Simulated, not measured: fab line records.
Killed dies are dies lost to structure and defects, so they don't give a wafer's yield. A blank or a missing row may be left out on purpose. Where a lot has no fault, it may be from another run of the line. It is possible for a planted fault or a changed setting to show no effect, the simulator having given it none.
Split-lot trial | flow n5_finfet | route with 1938 steps; 7 lots, 21 wafers read

== THE SPLIT ==
At N5_BEOL_M11_VIA_ETCH_34 (etches SiCOH lowk in C4F6/O2, target depth 184.5 nm, time 69.2 s), the setting time_s was moved away from the recipe's 69.2 s on 10 of the 21 wafers read, by -17.1% to +20.6%. For the rest of the wafers, this setting stayed at what the recipe calls for.

The reading comes from the split's own step.

== THE READING ==
SOC_of_BEOL_M11_COAT_63.thk_nm (the simulator's own value, which no gauge read), in nm, at N5_BEOL_M11_VIA_ETCH_34 (etches SiCOH lowk in C4F6/O2, target depth 184.5 nm, time 69.2 s). The file does not state a usual value for it. Average 91.9 nm, standard deviation 0.3 nm, over the 11 wafers here run with the recipe.

wafer  | tool, chamber at the split | time_s as run, s | against the recipe | SOC_of_BEOL_M11_COAT_63.thk_nm, nm | against lot-mates on the recipe
L076.1 | rie_diel-06, 0             | 69.2             | recipe             | 92.2                               | -
L076.2 | rie_diel-06, 2             | 69.2             | recipe             | 92                                 | -
L076.6 | rie_diel-06, 3             | 69.2             | recipe             | 92.4                               | -
L078.1 | rie_diel-06, 3             | 79.2             | +14.5%             | 90.6                               | -0.8
L078.4 | rie_diel-06, 0             | 79.2             | +14.5%             | 90.2                               | -1.2
L078.5 | rie_diel-06, 2             | 69.2             | recipe             | 91.4                               | -
L081.3 | rie_diel-06, 0             | 69.2             | recipe             | 92                                 | -
L081.4 | rie_diel-06, 2             | 69.2             | recipe             | 91.6                               | -
L081.6 | rie_diel-06, 2             | 62.4             | -9.8%              | 92.6                               | +0.8
L085.2 | rie_diel-06, 2             | 79.46            | +14.8%             | 90.2                               | -1.4
L085.5 | rie_diel-06, 2             | 69.2             | recipe             | 91.6                               | -
L085.6 | rie_diel-06, 3             | 79.46            | +14.8%             | 90.6                               | -1.0
L084.1 | rie_diel-04, 3             | 76.97            | +11.2%             | 91                                 | -0.6
L084.4 | rie_diel-04, 1             | 76.97            | +11.2%             | 91.2                               | -0.4
L084.6 | rie_diel-04, 0             | 69.2             | recipe             | 91.6                               | -
L088.1 | rie_diel-06, 1             | 69.2             | recipe             | 92.2                               | -
L088.5 | rie_diel-06, 1             | 69.2             | recipe             | 92                                 | -
L088.6 | rie_diel-06, 0             | 57.37            | -17.1%             | 93.2                               | +1.1
L090.1 | rie_diel-03, 0             | 83.44            | +20.6%             | 90.6                               | -1.2
L090.2 | rie_diel-03, 3             | 83.44            | +20.6%             | 90.2                               | -1.6
L090.5 | rie_diel-03, 2             | 69.2             | recipe             | 91.8                               | -

FIT RESULTS
A straight line over all 21 wafers: SOC_of_BEOL_M11_COAT_63.thk_nm changes by -0.0822 nm for each +1% of time_s; r = -0.94; the points scatter about the line by 0.3 nm.
The same after taking each lot's own level away (the mean of its wafers on the recipe; 21 wafers): -0.0687 nm for each +1%; r = -0.96; scatter 0.19 nm.
The reading moves by 1.4 nm for the largest change in time_s, on that fit.
The lots' own levels span 91.40 to 92.20 nm, that is 2.7 times the standard deviation above.
Thus the slope moves with the lot-to-lot level: the two fits are different.
Check: for one of the wafers moved furthest among these (+20.6%), held out of the fit, the line's prediction against its lot-mates is -1.45 nm. Against them it came out at -1.2 nm.

== OTHER SPLITS APPLIED TO THESE WAFERS ==
Note: prior to the reading, these wafers also went through further splits. Each is held against what the fit with the lots' levels taken away leaves over:
other split on the same wafers   | wafers away from the commonest value | r with SOC_of_BEOL_M11_COAT_63.thk_nm (lot level and that fit taken away)
N5_BEOL_M7_DESCUM_33 time_s      | 11                                   | +0.02
N5_BEOL_M9_ETCH_66 bias_w        | 5                                    | +0.16
N5_BEOL_M9_TRENCH_ETCH_37 time_s | 9                                    | +0.05

== THE WHOLE CHAIN: every reading that the file lists as answering this split, in the file's order ==
step                    | what it does                                                     | reading                                                                         | change (the file's fit)                | r (the file's)
N5_BEOL_M11_VIA_ETCH_34 | etches SiCOH lowk in C4F6/O2, target depth 184.5 nm, time 69.2 s | etch.depth_nm (the simulator's own value, which no gauge read)                  | +1.68 nm for each +1% of the setting   | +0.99
N5_BEOL_M11_VIA_ETCH_34 | etches SiCOH lowk in C4F6/O2, target depth 184.5 nm, time 69.2 s | SOC_of_BEOL_M11_COAT_63.thk_nm (the simulator's own value, which no gauge read) | -0.0683 nm for each +1% of the setting | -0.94

== FILE'S OWN FIT ==
SOC_of_BEOL_M11_COAT_63.thk_nm changes by -0.0683 nm for each +1% of time_s, r = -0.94.
